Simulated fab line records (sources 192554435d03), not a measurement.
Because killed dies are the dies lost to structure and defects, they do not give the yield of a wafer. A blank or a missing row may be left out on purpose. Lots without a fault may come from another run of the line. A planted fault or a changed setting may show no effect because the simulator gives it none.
Matching of chambers :: flow n5_finfet :: N5_FIN_SAQP_DESCUM_21 on rie_diel-06 has 4 sister chambers
The step chemistry O2, time 7.9 s. 4 wafers are shown with their chamber, then 7 later ones without.

WAFERS WITH THEIR CHAMBER
wafer: L086.4
chamber: 3
showerhead_plenum_p_Torr (Torr): 2.17

wafer: L086.6
chamber: 1
showerhead_plenum_p_Torr (Torr): 1.98

wafer: L089.4
chamber: 2
showerhead_plenum_p_Torr (Torr): 2.22

wafer: L089.5
chamber: 0
showerhead_plenum_p_Torr (Torr): 2.10

WAFERS MISSING THEIR CHAMBER
wafer: L089.6
showerhead_plenum_p_Torr (Torr): 2.17

wafer: L090.1
showerhead_plenum_p_Torr (Torr): 2.22

wafer: L090.2
showerhead_plenum_p_Torr (Torr): 2.10

wafer: L090.3
showerhead_plenum_p_Torr (Torr): 1.98

wafer: L091.1
showerhead_plenum_p_Torr (Torr): 1.98

wafer: L091.3
showerhead_plenum_p_Torr (Torr): 2.16

wafer: L091.6
showerhead_plenum_p_Torr (Torr): 1.98

WHICH CHAMBER EACH ONE RAN IN
wafer: L089.6
from the rows above: 3
in truth: 3

wafer: L090.1
from the rows above: 2
in truth: 2

wafer: L090.2
from the rows above: 0
in truth: 0

wafer: L090.3
from the rows above: 1
in truth: 1

wafer: L091.1
from the rows above: 1
in truth: 1

wafer: L091.3
from the rows above: 3
in truth: 3

wafer: L091.6
from the rows above: 1
in truth: 1
Correct placement for 7 of the 7. Left unplaced by these rows: 0. Number placed wrongly: 0.
How it was worked out, from the rows above alone: a wafer's distance from a chamber is the root of the sum, over the readings, of the square of ((its reading less the chamber's mean) divided by the reading's scatter). The wafer belongs to the nearest chamber; if the next one is less than 2 further off, it can't be placed. A chamber's mean is the mean of its shown wafers. The scatter: with one shown wafer a chamber, the root of the mean of the squares of how far each hidden wafer lies from its nearest shown one.
